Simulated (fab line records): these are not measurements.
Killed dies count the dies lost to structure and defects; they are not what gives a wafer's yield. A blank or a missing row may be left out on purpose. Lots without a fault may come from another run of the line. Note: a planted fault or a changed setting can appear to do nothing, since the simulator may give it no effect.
Which tool was responsible? + flow n5-finfet + Sampling: 10 lots, 29 wafers, 2 of 1938 route steps

== WHAT THE GAUGES READ, wafer by wafer ==
N5_BEOL_M2_CD_MEAS_35: target cd 18 nm, target cd y 22.2 nm.
| lot  | measured     | on        | cd-nm (nm)     |
|------|--------------|-----------|----------------|
| L996 | day 8 04:12  | cd-sem-01 | 18.0 17.5 17.5 |
| L997 | day 8 13:16  | cd-sem-03 | 18.1 18.2 17.6 |
| L100 | day 9 06:56  | cd-sem-03 | 17.9 17.9      |
| L105 | day 10 11:58 | cd-sem-03 | 17.1 17.2 17.7 |
| L106 | day 10 23:13 | cd-sem-02 | 17.9 17.7 17.5 |
| L109 | day 11 16:34 | cd-sem-03 | 17.8 18.0 17.8 |
| L111 | day 12 07:20 | cd-sem-02 | 18.1 17.6 18.1 |
| L110 | day 12 09:11 | cd-sem-01 | 18.0 17.6 17.7 |
| L114 | day 12 15:40 | cd-sem-02 | 18.2 18.3 18.0 |
| L115 | day 12 23:38 | cd-sem-01 | 17.8 18.1 17.4 |

== WHAT TOOL EACH LOT RAN ON (gives the tool, then ch and the chambers of the sampled wafers, and finally the start) ==
| lot  | N5_BEOL_M2_TRENCH_ETCH_37                     |
|------|-----------------------------------------------|
| L996 | rie-diel-05 ch 1,2, day 8 04:12 or earlier    |
| L997 | rie-diel-04 ch 1,2,3, day 8 13:16 or earlier  |
| L100 | rie-diel-02 ch 2,3, day 9 06:56 or earlier    |
| L105 | rie-diel-02 ch 1,2,3, day 10 11:58 or earlier |
| L106 | rie-diel-04 ch 0,2,3, day 10 23:13 or earlier |
| L109 | rie-diel-05 ch 1,2,3, day 11 16:34 or earlier |
| L111 | rie-diel-04 ch 0,2,3, day 12 07:20 or earlier |
| L110 | rie-diel-05 ch 2,3, day 12 09:11 or earlier   |
| L114 | rie-diel-02 ch 0,1,3, day 12 15:40 or earlier |
| L115 | rie-diel-05 ch 1,3, day 12 23:38 or earlier   |
- N5_BEOL_M2_TRENCH_ETCH_37: etches SiOC in C4F6/O2, target depth 55.555 nm, time 29.2 s.

== THE ANSWER, worked out from the rows above alone ==
Rule: the usual values come from the lots themselves. The widest of any qualifying gaps counts: lots, ordered by their means at a reading, are off when they make up no more than a third of the lots, leave a main group of 4 or more, and stand apart from it by 3 or more times the standard deviation of that group's means. If all means in a main group match to the digits the tables above print for the reading, that group is not used. A lot without any number at a reading at which 4 lots or more have one is off too. All remaining lots with rows at the step are treated as sound.
No lot is off on any of the readings shown, so nothing can be concluded from this.

== WHAT WAS PUT IN BY THE SIMULATOR ==
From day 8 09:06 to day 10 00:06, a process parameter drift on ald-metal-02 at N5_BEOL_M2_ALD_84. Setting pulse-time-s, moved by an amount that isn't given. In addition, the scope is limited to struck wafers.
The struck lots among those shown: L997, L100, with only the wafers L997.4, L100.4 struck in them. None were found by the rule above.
